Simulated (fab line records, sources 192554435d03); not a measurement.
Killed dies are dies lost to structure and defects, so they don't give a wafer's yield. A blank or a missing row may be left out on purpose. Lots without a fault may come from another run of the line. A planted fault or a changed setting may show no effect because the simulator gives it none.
Split-lot experiment | flow n5_finfet | 7 lots, 21 wafers read, on a route of 1938 steps

THE SPLIT
At N5_BEOL_M7_COAT_63 (time 60 s, resist thk 60 nm), the setting spin_rpm was moved away from the recipe's 1500 rpm on 5 of the 21 wafers read, by -10.5% to +5.6%. The other wafers ran this setting at the recipe's value.

FROM THE SPLIT TO THE READING: what the file shows between them, 9 steps
- N5_BEOL_M7_COAT_64: time 60 s, resist thk 12 nm (also split here: spin_rpm)
- N5_BEOL_M7_COAT_71: time 60 s, resist thk 5 nm
- N5_BEOL_M7_COAT_22: resist thk 30 nm
- N5_BEOL_M7_DESCUM_33: chemistry O2, time 7 s
- N5_BEOL_M7_ETCH_72: etches underlayer in N2/H2, target depth 6.5 nm, time 5.2 s
- N5_BEOL_M7_ETCH_65: etches SiARC in CF4, target depth 15.6 nm, time 26 s
- N5_BEOL_M7_ETCH_66: etches SOC in N2/H2, target depth 80 nm, overetch 16 nm, time 120 s
- N5_BEOL_M7_STRIP_69: strips in N2/H2
- N5_BEOL_M7_STRIP_73: strips in N2/H2

THE READING
SOC_of_BEOL_M7_COAT_63.thk_nm (the simulator's own value, which no gauge read), in nm, at N5_BEOL_M7_VIA_ETCH_34 (etches SiCOH lowk in C4F6/O2, target depth 125.5 nm, time 50.5 s). The file gives no usual value for it. The 16 wafers here that ran the recipe average 54.0 nm, standard deviation 0.19 nm.

wafer  | tool, chamber at the split | spin_rpm as run, rpm | against the recipe | SOC_of_BEOL_M7_COAT_63.thk_nm, nm | against lot-mates on the recipe
L076.3 | litho_track-03, 0          | 1500                 | recipe             | 54.2                              | -
L076.4 | litho_track-03, 0          | 1500                 | recipe             | 53.8                              | -
L076.6 | litho_track-03, 0          | 1342                 | -10.5%             | 57.6                              | +3.6
L090.1 | litho_track-02, 0          | 1500                 | recipe             | 54                                | -
L090.2 | litho_track-02, 0          | 1577                 | +5.1%              | 52.4                              | -1.7
L090.3 | litho_track-02, 0          | 1500                 | recipe             | 54.2                              | -
L092.1 | litho_track-03, 0          | 1500                 | recipe             | 54.2                              | -
L092.6 | litho_track-03, 0          | 1500                 | recipe             | 54.2                              | -
L092.5 | litho_track-03, 0          | 1500                 | recipe             | 54.4                              | -
L094.2 | litho_track-03, 0          | 1500                 | recipe             | 54.2                              | -
L094.3 | litho_track-03, 0          | 1500                 | recipe             | 54                                | -
L094.6 | litho_track-03, 0          | 1584                 | +5.6%              | 52.2                              | -1.9
L091.1 | litho_track-03, 0          | 1500                 | recipe             | 53.8                              | -
L091.3 | litho_track-03, 0          | 1500                 | recipe             | 53.8                              | -
L091.6 | litho_track-03, 0          | 1500                 | recipe             | 53.8                              | -
L095.4 | litho_track-04, 0          | 1500                 | recipe             | 54.2                              | -
L095.5 | litho_track-04, 0          | 1500                 | recipe             | 53.8                              | -
L095.6 | litho_track-04, 0          | 1500                 | recipe             | 54                                | -
L096.1 | litho_track-03, 0          | 1575                 | +5.0%              | 52.8                              | -1.2
L096.3 | litho_track-03, 0          | 1575                 | +5.0%              | 52.6                              | -1.4
L096.4 | litho_track-03, 0          | 1500                 | recipe             | 54                                | -

THE FIT
A straight line over all 21 wafers: SOC_of_BEOL_M7_COAT_63.thk_nm changes by -0.32 nm for each +1% of spin_rpm; r = -0.98; the points scatter about the line by 0.2 nm.
The same after taking each lot's own level away (the mean of its wafers on the recipe; 21 wafers): -0.323 nm for each +1%; r = -0.99; scatter 0.16 nm.
On that fit, the largest move of spin_rpm shifts the reading by 3.4 nm.
The lots' own levels span 53.80 to 54.27 nm, that is 2.5 times the standard deviation above.
So the lot-to-lot level changes the slope little: the two slopes agree.
Check: with one of the wafers moved furthest among these (-10.5%) left out of the fit, the line predicts +3.17 nm for it against its lot-mates. It came out at +3.6 nm against them.

OTHER SPLITS ON THESE WAFERS
These wafers also went through other splits before the reading. Each is held against what the fit with the lots' levels taken away leaves over:
other split on the same wafers    | wafers away from the commonest value | r with SOC_of_BEOL_M7_COAT_63.thk_nm (lot level and that fit taken away)
N5_BEOL_M4_DESCUM_33 time_s       | 6                                    | +0.55
N5_BEOL_M4_ETCH_69 cf4_flow_sccm  | 6                                    | -0.32
N5_BEOL_M6_HM_DEP_02 target_thk_a | 8                                    | +0.14
N5_BEOL_M6_COAT_60 spin_rpm       | 4                                    | +0.33
N5_BEOL_M7_COAT_64 spin_rpm       | 9                                    | +0.42

THE WHOLE CHAIN: every reading that the file lists as answering this split, in the file's order
step                   | what it does                                                        | reading                                                                        | change (the file's fit)               | r (the file's)
N5_BEOL_M7_COAT_63     | time 60 s, resist thk 60 nm                                         | SOC_of_BEOL_M7_COAT_63.thk_nm (the simulator's own value, which no gauge read) | -0.305 nm for each +1% of the setting | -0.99
N5_BEOL_M7_ETCH_66     | etches SOC in N2/H2, target depth 80 nm, overetch 16 nm, time 120 s | etch.depth_nm (the simulator's own value, which no gauge read)                 | -0.319 nm for each +1% of the setting | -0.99
N5_BEOL_M7_VIA_ETCH_34 | etches SiCOH lowk in C4F6/O2, target depth 125.5 nm, time 50.5 s    | SOC_of_BEOL_M7_COAT_63.thk_nm (the simulator's own value, which no gauge read) | -0.329 nm for each +1% of the setting | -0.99

THE FILE'S OWN FIT
SOC_of_BEOL_M7_COAT_63.thk_nm changes by -0.329 nm for each +1% of spin_rpm, r = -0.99.
